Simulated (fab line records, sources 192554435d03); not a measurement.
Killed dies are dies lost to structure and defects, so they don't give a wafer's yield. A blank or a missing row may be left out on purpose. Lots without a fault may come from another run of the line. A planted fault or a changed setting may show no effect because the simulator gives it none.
Split-lot experiment | flow n5_finfet | 7 lots, 21 wafers read, on a route of 1938 steps

THE SPLIT
At N5_BEOL_M12_SPUTTER_43 (material TaN, target thk 15 nm, time 24.19 s), the setting power_w was moved away from the recipe's 15000 W on 9 of the 21 wafers read, by -13.1% to +16.8%. The other wafers ran this setting at the recipe's value.

The reading is taken at the split's own step.

THE READING
TaN_of_BEOL_M12_SPUTTER_43.thk_nm (the simulator's own value, which no gauge read), in nm, at N5_BEOL_M12_SPUTTER_43 (material TaN, target thk 15 nm, time 24.19 s). The file gives no usual value for it. The 12 wafers here that ran the recipe average 14.8 nm, standard deviation 0.25 nm.

wafer  | tool, chamber at the split | power_w as run, W | against the recipe | TaN_of_BEOL_M12_SPUTTER_43.thk_nm, nm | against lot-mates on the recipe
L076.2 | pvd_sputter-01, -          | 15000             | recipe             | 15.2                                  | -
L076.6 | pvd_sputter-01, -          | 15000             | recipe             | 15.2                                  | -
L076.4 | pvd_sputter-01, -          | 15770             | +5.1%              | 15.8                                  | +0.6
L075.2 | pvd_sputter-03, -          | 15000             | recipe             | 14.6                                  | -
L075.5 | pvd_sputter-03, -          | 15000             | recipe             | 14.6                                  | -
L075.6 | pvd_sputter-03, -          | 15000             | recipe             | 14.6                                  | -
L084.3 | pvd_sputter-01, -          | 17520             | +16.8%             | 17.6                                  | +2.6
L084.5 | pvd_sputter-01, -          | 17520             | +16.8%             | 17.6                                  | +2.6
L084.4 | pvd_sputter-01, -          | 15000             | recipe             | 15                                    | -
L088.3 | pvd_sputter-02, -          | 13780             | -8.1%              | 13.6                                  | -1.0
L088.5 | pvd_sputter-02, -          | 13780             | -8.1%              | 13.6                                  | -1.0
L088.4 | pvd_sputter-02, -          | 15000             | recipe             | 14.6                                  | -
L091.3 | pvd_sputter-02, -          | 15000             | recipe             | 15.2                                  | -
L091.5 | pvd_sputter-02, -          | 13040             | -13.1%             | 13.2                                  | -2.0
L091.6 | pvd_sputter-02, -          | 13040             | -13.1%             | 13.2                                  | -2.0
L093.2 | pvd_sputter-01, -          | 17450             | +16.3%             | 17.4                                  | +2.4
L093.3 | pvd_sputter-01, -          | 17450             | +16.3%             | 17.4                                  | +2.4
L093.4 | pvd_sputter-01, -          | 15000             | recipe             | 15                                    | -
L095.2 | pvd_sputter-03, -          | 15000             | recipe             | 14.6                                  | -
L095.3 | pvd_sputter-03, -          | 15000             | recipe             | 14.8                                  | -
L095.5 | pvd_sputter-03, -          | 15000             | recipe             | 14.8                                  | -

THE FIT
A straight line over all 21 wafers: TaN_of_BEOL_M12_SPUTTER_43.thk_nm changes by +0.152 nm for each +1% of power_w; r = +0.99; the points scatter about the line by 0.23 nm.
The same after taking each lot's own level away (the mean of its wafers on the recipe; 21 wafers): +0.148 nm for each +1%; r = +1.00; scatter 0.093 nm.
On that fit, the largest move of power_w shifts the reading by 2.5 nm.
The lots' own levels span 14.60 to 15.20 nm, that is 2.4 times the standard deviation above.
So the lot-to-lot level changes the slope little: the two slopes agree.
Check: with one of the wafers moved furthest among these (+16.8%) left out of the fit, the line predicts +2.48 nm for it against its lot-mates. It came out at +2.6 nm against them.

OTHER SPLITS ON THESE WAFERS
These wafers also went through other splits before the reading. Each is held against what the fit with the lots' levels taken away leaves over:
other split on the same wafers    | wafers away from the commonest value | r with TaN_of_BEOL_M12_SPUTTER_43.thk_nm (lot level and that fit taken away)
N5_BEOL_M9_COAT_60 spin_rpm       | 5                                    | +0.16
N5_BEOL_M9_ETCH_62 source_w       | 4                                    | +0.40
N5_BEOL_M10_TRENCH_ETCH_37 time_s | 10                                   | -0.33
N5_BEOL_M11_ETCH_66 time_s        | 6                                    | +0.16
N5_BEOL_M11_TRENCH_ETCH_37 bias_w | 7                                    | -0.19

THE WHOLE CHAIN: every reading that the file lists as answering this split, in the file's order
step                   | what it does                                                    | reading                                                                            | change (the file's fit)                                                                     | r (the file's)
N5_BEOL_M12_SPUTTER_43 | material TaN, target thk 15 nm, time 24.19 s                    | TaN_of_BEOL_M12_SPUTTER_43.thk_nm (the simulator's own value, which no gauge read) | +0.148 nm for each +1% of the setting                                                       | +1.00
N5_BEOL_M12_CMP_49     | polishes, stops on SiOC, t overpolish 20.6 s, target thk 320 nm | barrier_field_endpoint_s                                                           | +0.152 s for each +1% of the setting, in a fit together with down_force_psi@BEOL_M12_CMP_49 | 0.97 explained

THE FILE'S OWN FIT
TaN_of_BEOL_M12_SPUTTER_43.thk_nm changes by +0.148 nm for each +1% of power_w, r = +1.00.
